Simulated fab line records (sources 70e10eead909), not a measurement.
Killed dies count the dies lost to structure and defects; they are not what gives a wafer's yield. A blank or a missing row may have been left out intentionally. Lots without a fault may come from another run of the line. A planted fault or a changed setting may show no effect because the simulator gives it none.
Which tool was responsible? :: flow nand-harc :: 14 lots with 42 wafers sampled at 4 steps, on a route of 1159 steps

## WHAT EACH GAUGE READ, for each wafer
NHARC_HYBRID_BOND_OVL_MEAS_05.
lot: L993
measured: day 18 15:54
on: overlay-02
overlay-x-nm (nm): -40 -46 -12
overlay-y-nm (nm): 37 2 13

lot: L992
measured: day 18 15:54
on: overlay-01
overlay-x-nm (nm): 30 64 -13
overlay-y-nm (nm): -29 14 35

lot: L994
measured: day 18 15:55
on: overlay-01
overlay-x-nm (nm): 13 51 -21
overlay-y-nm (nm): -30 11 17

lot: L995
measured: day 18 20:14
on: overlay-01
overlay-x-nm (nm): 6 42 -13
overlay-y-nm (nm): -29 -41 35

lot: L996
measured: day 19 21:12
on: overlay-01
overlay-x-nm (nm): -32 17 -28
overlay-y-nm (nm): 31 -3 40

lot: L997
measured: day 19 21:13
on: overlay-01
overlay-x-nm (nm): -20 -6 -53
overlay-y-nm (nm): 26 -12 -30

lot: L998
measured: day 19 21:12
on: overlay-02
overlay-x-nm (nm): -40 -43 -16
overlay-y-nm (nm): 29 -12 47

lot: L102
measured: day 21 08:53
on: overlay-01
overlay-x-nm (nm): -1 10 0
overlay-y-nm (nm): -5 -1 1

lot: L103
measured: day 21 14:49
on: overlay-02
overlay-x-nm (nm): -32 -57 -9
overlay-y-nm (nm): -24 22 34

lot: L108
measured: day 23 01:26
on: overlay-01
overlay-x-nm (nm): -7 30 -31
overlay-y-nm (nm): 33 42 -38

lot: L112
measured: day 23 16:56
on: overlay-02
overlay-x-nm (nm): 30 10 -13
overlay-y-nm (nm): -9 10 16

lot: L110
measured: day 23 16:54
on: overlay-02
overlay-x-nm (nm): -12 52 62
overlay-y-nm (nm): 38 32 -27

lot: L114
measured: day 24 08:07
on: overlay-01
overlay-x-nm (nm): -16 8 -18
overlay-y-nm (nm): -18 29 17

lot: L115
measured: day 24 08:08
on: overlay-02
overlay-x-nm (nm): -19 -47 -49
overlay-y-nm (nm): 6 -45 -13

NHARC_END_SORT_01.
lot: L993
measured: day 20 00:26
on: prober-01
killed-at-array: 41 31 42
killed-at-other: 2 2 0
killed-at-periphery: 5 4 2
killed-dies: 48 37 44
killed-open: 4 6 4
killed-short: 2 2 0

lot: L992
measured: day 19 15:51
on: prober-01
killed-at-array: 21 33 23
killed-at-other: 0 0 0
killed-at-periphery: 4 2 5
killed-dies: 25 35 28
killed-open: 3 4 6
killed-short: 1 1 0

lot: L994
measured: day 19 15:05
on: prober-02
killed-at-array: 15 26 30
killed-at-other: 1 0 0
killed-at-periphery: 2 1 1
killed-dies: 18 27 31
killed-open: 5 3 5
killed-short: 0 2 2

lot: L995
measured: day 19 22:58
on: prober-02
killed-at-array: 26 19 29
killed-at-other: 0 2 0
killed-at-periphery: 4 5 4
killed-dies: 30 26 33
killed-open: 3 5 3
killed-short: 4 1 3

lot: L996
measured: day 20 17:25
on: prober-02
killed-at-array: 7 12 17
killed-at-other: 1 0 0
killed-at-periphery: 0 4 2
killed-dies: 8 16 19
killed-open: 2 4 2
killed-short: 1 3 2

lot: L997
measured: day 20 18:13
on: prober-01
killed-at-array: 23 27 15
killed-at-other: 3 1 1
killed-at-periphery: 2 3 3
killed-dies: 28 31 19
killed-open: 2 5 3
killed-short: 4 1 1

lot: L998
measured: day 21 02:50
on: prober-02
killed-at-array: 29 16 22
killed-at-other: 0 1 0
killed-at-periphery: 5 1 7
killed-dies: 34 18 29
killed-open: 6 0 2
killed-short: 0 2 2

lot: L102
measured: day 22 03:11
on: prober-01
killed-at-array: 108 104 115
killed-at-other: 4 2 1
killed-at-periphery: 4 9 6
killed-dies: 116 115 122
killed-open: 7 3 2
killed-short: 3 1 0

lot: L103
measured: day 22 08:41
on: prober-02
killed-at-array: 106 116 125
killed-at-other: 0 1 0
killed-at-periphery: 2 2 5
killed-dies: 108 119 130
killed-open: 3 7 4
killed-short: 0 1 3

lot: L108
measured: day 23 19:59
on: prober-02
killed-at-array: 29 28 25
killed-at-other: 1 1 0
killed-at-periphery: 3 6 7
killed-dies: 33 35 32
killed-open: 7 7 2
killed-short: 2 2 2

lot: L112
measured: day 24 18:34
on: prober-02
killed-at-array: 24 17 15
killed-at-other: 0 2 0
killed-at-periphery: 3 1 2
killed-dies: 27 20 17
killed-open: 4 2 2
killed-short: 0 2 3

lot: L110
measured: day 24 10:44
on: prober-02
killed-at-array: 11 19 28
killed-at-other: 1 2 3
killed-at-periphery: 3 2 0
killed-dies: 15 23 31
killed-open: 3 4 4
killed-short: 1 2 2

lot: L114
measured: day 25 02:22
on: prober-01
killed-at-array: 51 58 53
killed-at-other: 0 0 0
killed-at-periphery: 9 5 6
killed-dies: 60 63 59
killed-open: 5 2 2
killed-short: 2 2 3

lot: L115
measured: day 25 09:25
on: prober-01
killed-at-array: 23 22 17
killed-at-other: 0 0 0
killed-at-periphery: 7 9 8
killed-dies: 30 31 25
killed-open: 3 3 4
killed-short: 3 5 2

## WHICH TOOL RAN EACH LOT (tool, then ch and the chambers of the sampled wafers, then the start)
lot: L993
NHARC_A_M0_PVD_21: pvd-sputter-01, day 17 19:13
NHARC_THIN_TSV_STRIP_56: plasma-asher-01 ch 0,1, day 19 07:17

lot: L992
NHARC_A_M0_PVD_21: pvd-sputter-01, day 17 20:04
NHARC_THIN_TSV_STRIP_56: plasma-asher-02 ch 0,1, day 19 07:01

lot: L994
NHARC_A_M0_PVD_21: pvd-sputter-01, day 17 22:58
NHARC_THIN_TSV_STRIP_56: plasma-asher-02 ch 0,1, day 19 08:55

lot: L995
NHARC_A_M0_PVD_21: pvd-sputter-02, day 17 23:05
NHARC_THIN_TSV_STRIP_56: plasma-asher-01 ch 0,1, day 19 07:49

lot: L996
NHARC_A_M0_PVD_21: pvd-sputter-02, day 19 01:04
NHARC_THIN_TSV_STRIP_56: plasma-asher-02 ch 0,1, day 20 07:52

lot: L997
NHARC_A_M0_PVD_21: pvd-sputter-01, day 19 01:28
NHARC_THIN_TSV_STRIP_56: plasma-asher-01 ch 0,1, day 20 10:38

lot: L998
NHARC_A_M0_PVD_21: pvd-sputter-03, day 19 02:11
NHARC_THIN_TSV_STRIP_56: plasma-asher-01 ch 0,1, day 20 09:25

lot: L102
NHARC_A_M0_PVD_21: pvd-sputter-01, day 20 12:14
NHARC_THIN_TSV_STRIP_56: plasma-asher-02 ch 0,1, day 21 18:07

lot: L103
NHARC_A_M0_PVD_21: pvd-sputter-01, day 20 18:18
NHARC_THIN_TSV_STRIP_56: plasma-asher-02 ch 1, day 22 00:10

lot: L108
NHARC_A_M0_PVD_21: pvd-sputter-02, day 22 03:46
NHARC_THIN_TSV_STRIP_56: plasma-asher-01 ch 0,1, day 23 11:59

lot: L112
NHARC_A_M0_PVD_21: pvd-sputter-03, day 22 19:04
NHARC_THIN_TSV_STRIP_56: plasma-asher-01 ch 0,1, day 24 05:26

lot: L110
NHARC_A_M0_PVD_21: pvd-sputter-03, day 22 19:34
NHARC_THIN_TSV_STRIP_56: plasma-asher-02 ch 0,1, day 24 02:30

lot: L114
NHARC_A_M0_PVD_21: pvd-sputter-03, day 23 10:38
NHARC_THIN_TSV_STRIP_56: plasma-asher-01 ch 0,1, day 24 18:45

lot: L115
NHARC_A_M0_PVD_21: pvd-sputter-02, day 23 14:56
NHARC_THIN_TSV_STRIP_56: plasma-asher-02 ch 0,1, day 24 20:29
- NHARC_A_M0_PVD_21: deposits Cu, target thk 30 nm, time 20.49 s.
- NHARC_THIN_TSV_STRIP_56: strips in O2.

## WHAT THE TOOLS THEMSELVES READ (means of the sampled wafers that have a number; where no wafer has one, the mark that the record gives instead)
NHARC_A_M0_PVD_21.
lot: L993
tool: pvd-sputter-01
throttle-valve-pct (%): 29.9

lot: L992
tool: pvd-sputter-01
throttle-valve-pct (%): 29.5

lot: L994
tool: pvd-sputter-01
throttle-valve-pct (%): 29.7

lot: L995
tool: pvd-sputter-02
throttle-valve-pct (%): 29.2

lot: L996
tool: pvd-sputter-02
throttle-valve-pct (%): 28.8

lot: L997
tool: pvd-sputter-01
throttle-valve-pct (%): 30.0

lot: L998
tool: pvd-sputter-03
throttle-valve-pct (%): 29.7

lot: L102
tool: pvd-sputter-01
throttle-valve-pct (%): 29.8

lot: L103
tool: pvd-sputter-01
throttle-valve-pct (%): 29.9

lot: L108
tool: pvd-sputter-02
throttle-valve-pct (%): 28.8

lot: L112
tool: pvd-sputter-03
throttle-valve-pct (%): 29.5

lot: L110
tool: pvd-sputter-03
throttle-valve-pct (%): 30.1

lot: L114
tool: pvd-sputter-03
throttle-valve-pct (%): 29.7

lot: L115
tool: pvd-sputter-02
throttle-valve-pct (%): 29.2

NHARC_THIN_TSV_STRIP_56.
lot: L993
tool: plasma-asher-01
drypump-motor-current-A (A): 6.23
heater-power-w (W): 333

lot: L992
tool: plasma-asher-02
drypump-motor-current-A (A): 6.27
heater-power-w (W): 317

lot: L994
tool: plasma-asher-02
drypump-motor-current-A (A): 6.15
heater-power-w (W): 333

lot: L995
tool: plasma-asher-01
drypump-motor-current-A (A): 6.10
heater-power-w (W): 325

lot: L996
tool: plasma-asher-02
drypump-motor-current-A (A): 6.12
heater-power-w (W): 325

lot: L997
tool: plasma-asher-01
drypump-motor-current-A (A): 6.11
heater-power-w (W): 326

lot: L998
tool: plasma-asher-01
drypump-motor-current-A (A): 6.24
heater-power-w (W): 345

lot: L102
tool: plasma-asher-02
drypump-motor-current-A (A): 6.13
heater-power-w (W): 331

lot: L103
tool: plasma-asher-02
drypump-motor-current-A (A): 6.00
heater-power-w (W): 351

lot: L108
tool: plasma-asher-01
drypump-motor-current-A (A): 6.11
heater-power-w (W): 334

lot: L112
tool: plasma-asher-01
drypump-motor-current-A (A): 6.25
heater-power-w (W): 348

lot: L110
tool: plasma-asher-02
drypump-motor-current-A (A): 6.13
heater-power-w (W): 324

lot: L114
tool: plasma-asher-01
drypump-motor-current-A (A): 6.23
heater-power-w (W): 345

lot: L115
tool: plasma-asher-02
drypump-motor-current-A (A): 6.13
heater-power-w (W): 328

## THE ANSWER, worked out from the rows above alone
Rule: the usual values come from the lots themselves. The widest of any qualifying gaps counts: lots, ordered by their means at a reading, are off when they make up no more than a third of the lots, leave a main group of 4 or more, and stand apart from it by 3 or more times the standard deviation of that group's means. The tables above print the reading to a certain number of digits; a main group whose means all agree to those digits is not used. A lot without any number at a reading at which 4 lots or more have one is off too. Any other lot the step has rows for is counted as sound. The gauges are gone through in route order, then the tools' own readings, and for those a lot's mean is taken as printed above. The first step at which some lot is off is used, and at that step the reading that is off furthest; a lot without a number counts as furthest.
Off: L102, L103 (NHARC_END_SORT_01, killed-at-array). The main group: mean 26, standard deviation 10.
If a tool, at a process step before that reading, ran all the lots that are off and no sound lot after the first of them, it fits. The gauges at NHARC_END_SORT_01 are tried like those tools. One fits: NHARC_A_M0_PVD_21 on pvd-sputter-01. Its last sound lot is L997 (day 19 01:28), its first lot that is off L102 (day 20 12:14): a fault that began between those two fits.

## WHAT HAD BEEN PUT IN BY THE SIMULATOR
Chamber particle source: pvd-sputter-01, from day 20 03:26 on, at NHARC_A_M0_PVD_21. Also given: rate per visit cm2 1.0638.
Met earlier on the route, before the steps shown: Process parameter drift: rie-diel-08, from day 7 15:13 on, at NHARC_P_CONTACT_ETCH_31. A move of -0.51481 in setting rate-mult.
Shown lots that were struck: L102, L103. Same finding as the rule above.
